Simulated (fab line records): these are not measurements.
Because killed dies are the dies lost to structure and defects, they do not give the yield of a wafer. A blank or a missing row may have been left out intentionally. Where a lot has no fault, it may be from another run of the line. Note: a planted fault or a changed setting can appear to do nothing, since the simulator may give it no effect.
Split-lot trial + flow n5_finfet + route with 1938 steps; 7 lots, 21 wafers read

## ABOUT THE SPLIT
At N5_BEOL_M15_SPUTTER_43 (material TaN, target thk 15 nm, time 24.19 s), the setting power_w was moved away from the recipe's 15000 W on 3 of the 21 wafers read, by -9.4% to +11.5%. This setting was run at the recipe's value on the other wafers.

The split's own step is where the reading is taken.

## THE READING
TaN_of_BEOL_M15_SPUTTER_43.thk_nm (the simulator's own value, which no gauge read), in nm, at N5_BEOL_M15_SPUTTER_43 (material TaN, target thk 15 nm, time 24.19 s). No usual value for it is given in the file. The 18 wafers here that ran the recipe average 15.0 nm, standard deviation 0.24 nm.

| wafer  | tool, chamber at the split | power_w as run, W | against the recipe | TaN_of_BEOL_M15_SPUTTER_43.thk_nm, nm | against lot-mates on the recipe |
|--------|----------------------------|-------------------|--------------------|---------------------------------------|---------------------------------|
| L079.2 | pvd_sputter-01, -          | 15000             | recipe             | 15                                    | -                               |
| L079.5 | pvd_sputter-01, -          | 15000             | recipe             | 15.2                                  | -                               |
| L079.6 | pvd_sputter-01, -          | 15000             | recipe             | 14.8                                  | -                               |
| L080.1 | pvd_sputter-02, -          | 16730             | +11.5%             | 16.8                                  | +1.8                            |
| L080.2 | pvd_sputter-02, -          | 16730             | +11.5%             | 17                                    | +2.0                            |
| L080.3 | pvd_sputter-02, -          | 15000             | recipe             | 15                                    | -                               |
| L082.4 | pvd_sputter-01, -          | 13590             | -9.4%              | 13.8                                  | -1.4                            |
| L082.5 | pvd_sputter-01, -          | 15000             | recipe             | 15.2                                  | -                               |
| L082.6 | pvd_sputter-01, -          | 15000             | recipe             | 15.2                                  | -                               |
| L088.1 | pvd_sputter-03, -          | 15000             | recipe             | 14.4                                  | -                               |
| L088.2 | pvd_sputter-03, -          | 15000             | recipe             | 14.6                                  | -                               |
| L088.5 | pvd_sputter-03, -          | 15000             | recipe             | 14.6                                  | -                               |
| L090.1 | pvd_sputter-01, -          | 15000             | recipe             | 15.2                                  | -                               |
| L090.3 | pvd_sputter-01, -          | 15000             | recipe             | 15.2                                  | -                               |
| L090.4 | pvd_sputter-01, -          | 15000             | recipe             | 15                                    | -                               |
| L094.2 | pvd_sputter-01, -          | 15000             | recipe             | 15.2                                  | -                               |
| L094.3 | pvd_sputter-01, -          | 15000             | recipe             | 14.8                                  | -                               |
| L094.4 | pvd_sputter-01, -          | 15000             | recipe             | 15                                    | -                               |
| L097.1 | pvd_sputter-02, -          | 15000             | recipe             | 15                                    | -                               |
| L097.2 | pvd_sputter-02, -          | 15000             | recipe             | 14.8                                  | -                               |
| L097.4 | pvd_sputter-02, -          | 15000             | recipe             | 15.2                                  | -                               |

FIT RESULTS
A straight line over all 21 wafers: TaN_of_BEOL_M15_SPUTTER_43.thk_nm changes by +0.156 nm for each +1% of power_w; r = +0.94; the points scatter about the line by 0.25 nm.
The same after taking each lot's own level away (the mean of its wafers on the recipe; 21 wafers): +0.16 nm for each +1%; r = +0.98; scatter 0.13 nm.
On that fit, the largest move of power_w shifts the reading by 1.9 nm.
From 14.53 to 15.20 nm: that is the span of the lots' own levels, equal to 2.7 times the standard deviation above.
Consequently the slope shifts little with the lot-to-lot level, the two slopes agreeing.
Check: for one of the wafers moved furthest among these (+11.5%), held out of the fit, the line's prediction against its lot-mates is +1.9 nm. It came out at +1.8 nm against them.

## OTHER SPLITS APPLIED TO THESE WAFERS
Note: prior to the reading, these wafers also went through further splits. Each is held against what the fit with the lots' levels taken away leaves over:
| other split on the same wafers    | wafers away from the commonest value | r with TaN_of_BEOL_M15_SPUTTER_43.thk_nm (lot level and that fit taken away) |
|-----------------------------------|--------------------------------------|------------------------------------------------------------------------------|
| N5_BEOL_M13_TRENCH_ETCH_34 time_s | 8                                    | +0.23                                                                        |
| N5_BEOL_M13_SPUTTER_44 power_w    | 6                                    | +0.07                                                                        |
| N5_BEOL_M14_SPUTTER_43 power_w    | 8                                    | +0.19                                                                        |
| N5_BEOL_M14_SPUTTER_44 power_w    | 9                                    | -0.23                                                                        |
| N5_BEOL_M15_ETCH_61 time_s        | 9                                    | -0.13                                                                        |

## THE FILE'S OWN FIT
TaN_of_BEOL_M15_SPUTTER_43.thk_nm changes by +0.158 nm for each +1% of power_w, r = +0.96.
